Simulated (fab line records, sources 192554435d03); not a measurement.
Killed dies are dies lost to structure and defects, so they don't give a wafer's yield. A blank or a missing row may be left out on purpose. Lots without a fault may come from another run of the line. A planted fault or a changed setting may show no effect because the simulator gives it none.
Split-lot experiment | flow n5_finfet | 7 lots, 39 wafers read, on a route of 1938 steps

THE SPLIT
At N5_BEOL_M1_ILD_DEP_00 (deposits SiOC from DEMS/O2, target thk 79 nm, time 15.3 s), the setting time_s was moved away from the recipe's 15.3 s on 9 of the 39 wafers read, by -59.1% to +24.6%. The other wafers ran this setting at the recipe's value.

The file shows no step between the split and the reading.

THE READING
M1_ILD_THK, in nm, at N5_BEOL_M1_THK_MEAS_01. Fault-free wafers of this fab line usually give 79.2 nm, standard deviation 1.2 nm.

wafer  | tool, chamber at the split | time_s as run, s | against the recipe | M1_ILD_THK, nm | against lot-mates on the recipe
L074.1 | pecvd-03, 2                | 19.07            | +24.6%             | 95.9           | +16.9
L074.2 | pecvd-03, 0                | 19.07            | +24.6%             | 96.4           | +17.4
L074.3 | pecvd-03, 1                | 15.3             | recipe             | 78.0           | -
L074.4 | pecvd-03, 2                | 15.3             | recipe             | 78.6           | -
L074.5 | pecvd-03, 1                | 15.3             | recipe             | 80.4           | -
L074.6 | pecvd-03, 0                | 19.07            | +24.6%             | 98.0           | +19.0
L075.1 | pecvd-02, 0                | 15.3             | recipe             | 78.4           | -
L075.2 | pecvd-02, 2                | 15.3             | recipe             | 77.7           | -
L075.3 | pecvd-02, 1                | 15.3             | recipe             | 77.7           | -
L075.4 | pecvd-02, 2,0              | 15.3             | recipe             | 78.6           | -
L075.5 | pecvd-02, 1                | 15.3             | recipe             | 78.7           | -
L075.6 | pecvd-02, 2,0              | 15.3             | recipe             | 78.8           | -
L082.1 | pecvd-02, 1                | 15.3             | recipe             | 77.9           | -
L082.4 | pecvd-02, 2                | 15.3             | recipe             | 79.4           | -
L082.6 | pecvd-02, 1                | 15.3             | recipe             | 79.4           | -
L085.1 | pecvd-04, 1                | 15.3             | recipe             | 80.0           | -
L085.2 | pecvd-04, 2                | 15.3             | recipe             | 78.9           | -
L085.3 | pecvd-04, 0                | 15.3             | recipe             | 79.8           | -
L085.4 | pecvd-04, 2                | 15.3             | recipe             | 80.7           | -
L085.5 | pecvd-04, 1                | 15.3             | recipe             | 81.1           | -
L085.6 | pecvd-04, 0                | 15.3             | recipe             | 81.5           | -
L088.1 | pecvd-04, 2,0              | 15.3             | recipe             | 79.6           | -
L088.2 | pecvd-04, 1                | 15.3             | recipe             | 80.9           | -
L088.3 | pecvd-04, 2,0              | 15.3             | recipe             | 79.6           | -
L088.4 | pecvd-04, 2                | 15.3             | recipe             | 79.4           | -
L088.5 | pecvd-04, 0                | 15.3             | recipe             | 81.0           | -
L088.6 | pecvd-04, 1                | 15.3             | recipe             | 82.7           | -
L089.1 | pecvd-03, 1,0              | 7.901            | -48.4%             | 40.6           | -38.4
L089.2 | pecvd-03, 0                | 7.901            | -48.4%             | 39.8           | -39.2
L089.3 | pecvd-03, 1,0              | 7.901            | -48.4%             | 40.6           | -38.4
L089.4 | pecvd-03, 1                | 15.3             | recipe             | 79.7           | -
L089.5 | pecvd-03, 0                | 15.3             | recipe             | 78.4           | -
L089.6 | pecvd-03, 1                | 15.3             | recipe             | 78.9           | -
L094.1 | pecvd-02, 1                | 15.3             | recipe             | 77.8           | -
L094.2 | pecvd-02, 0                | 6.265            | -59.1%             | 32.8           | -45.8
L094.3 | pecvd-02, 2                | 15.3             | recipe             | 78.8           | -
L094.4 | pecvd-02, 1                | 15.3             | recipe             | 79.3           | -
L094.5 | pecvd-02, 0                | 6.265            | -59.1%             | 33.4           | -45.2
L094.6 | pecvd-02, 2                | 6.265            | -59.1%             | 33.6           | -45.0
Where a row lists several chambers, the file gives one row for several wafers and doesn't say which wafer went through which chamber.

THE FIT
A straight line over all 39 wafers: M1_ILD_THK changes by +0.78 nm for each +1% of time_s; r = +1.00; the points scatter about the line by 1.3 nm.
The same after taking each lot's own level away (the mean of its wafers on the recipe; 39 wafers): +0.773 nm for each +1%; r = +1.00; scatter 0.94 nm.
On that fit, the largest move of time_s shifts the reading by 46 nm.
The lots' own levels span 78.32 to 80.53 nm, that is 1.8 times the standard deviation above.
So the lot-to-lot level changes the slope little: the two slopes agree.
Check: with one of the wafers moved furthest among these (-59.1%) left out of the fit, the line predicts -45.8 nm for it against its lot-mates. It came out at -45.8 nm against them.

OTHER SPLITS ON THESE WAFERS
These wafers also went through other splits before the reading. Each is held against what the fit with the lots' levels taken away leaves over:
other split on the same wafers                  | wafers away from the commonest value | r with M1_ILD_THK (lot level and that fit taken away)
N5_FIN_SAQP_PECVD_06 time_s                     | 12                                   | -0.05
N5_DUMMY_GATE_ALD_02 target_thk_a               | 15                                   | -0.23
N5_MOL_CONTACT_COAG_ETCHBACK_135 target_depth_a | 15                                   | +0.34

THE WHOLE CHAIN: every reading that the file lists as answering this split, in the file's order
step                   | what it does                                              | reading                                                                            | change (the file's fit)               | r (the file's)
N5_BEOL_M1_ILD_DEP_00  | deposits SiOC from DEMS/O2, target thk 79 nm, time 15.3 s | SiOC_of_BEOL_M1_ILD_DEP_00.thk_nm (the simulator's own value, which no gauge read) | +0.775 nm for each +1% of the setting | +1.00
N5_BEOL_M1_THK_MEAS_01 |                                                           | M1_ILD_THK                                                                         | +0.775 for each +1% of the setting    | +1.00

THE FILE'S OWN FIT
M1_ILD_THK changes by +0.775 nm for each +1% of time_s, r = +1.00.
